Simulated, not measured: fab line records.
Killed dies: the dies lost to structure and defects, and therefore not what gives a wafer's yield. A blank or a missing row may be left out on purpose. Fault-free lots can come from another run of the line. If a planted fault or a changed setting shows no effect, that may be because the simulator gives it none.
Matching of chambers	flow n5 finfet	N5_BEOL_M2_ETCH_77 on rie diel-06 has 4 sister chambers
The step etches underlayer in N2/H2, target depth 6.5 nm, time 5.2 s. 8 wafers are shown with their chamber, then 7 later ones without.

== WAFERS WITH THEIR CHAMBER ==
wafer	chamber	showerhead plenum p Torr (Torr)	throttle valve pct (%)
L791.6	1	2.42	18.3
L800.4	3	2.43	17.5
L800.6	3	2.43	17.6
L801.1	2	2.61	18.3
L801.3	0	2.40	18.2
L801.5	0	2.40	18.2
L804.2	1	2.41	18.3
L804.5	2	2.61	18.3

== WAFERS MISSING THEIR CHAMBER ==
wafer	showerhead plenum p Torr (Torr)	throttle valve pct (%)
L804.6	2.43	17.5
L807.2	2.40	18.2
L807.4	2.61	18.3
L807.6	2.43	17.6
L808.1	2.43	17.6
L808.5	2.61	18.3
L808.6	2.41	18.4

== CHAMBER TAKEN BY EACH ==
wafer	from the rows above	in truth
L804.6	3	3
L807.2	0	0
L807.4	2	2
L807.6	3	3
L808.1	3	3
L808.5	2	2
L808.6	1	1
Placed correctly: 7 of 7. Can't be placed from these rows: 0. 0 placed wrongly.
How it was worked out, from the rows above alone: a wafer's distance from a chamber is the root of the sum, over the readings, of the square of ((its reading less the chamber's mean) divided by the reading's scatter). If the next closest chamber is less than 2 further off than the closest, the wafer can't be placed; otherwise it belongs to the closest. The mean given for a chamber averages the wafers shown for that chamber. How the scatter is found: for the shown wafers, subtract from each reading the mean of its chamber, square and add these, divide the total by (wafers less chambers), then take the root.
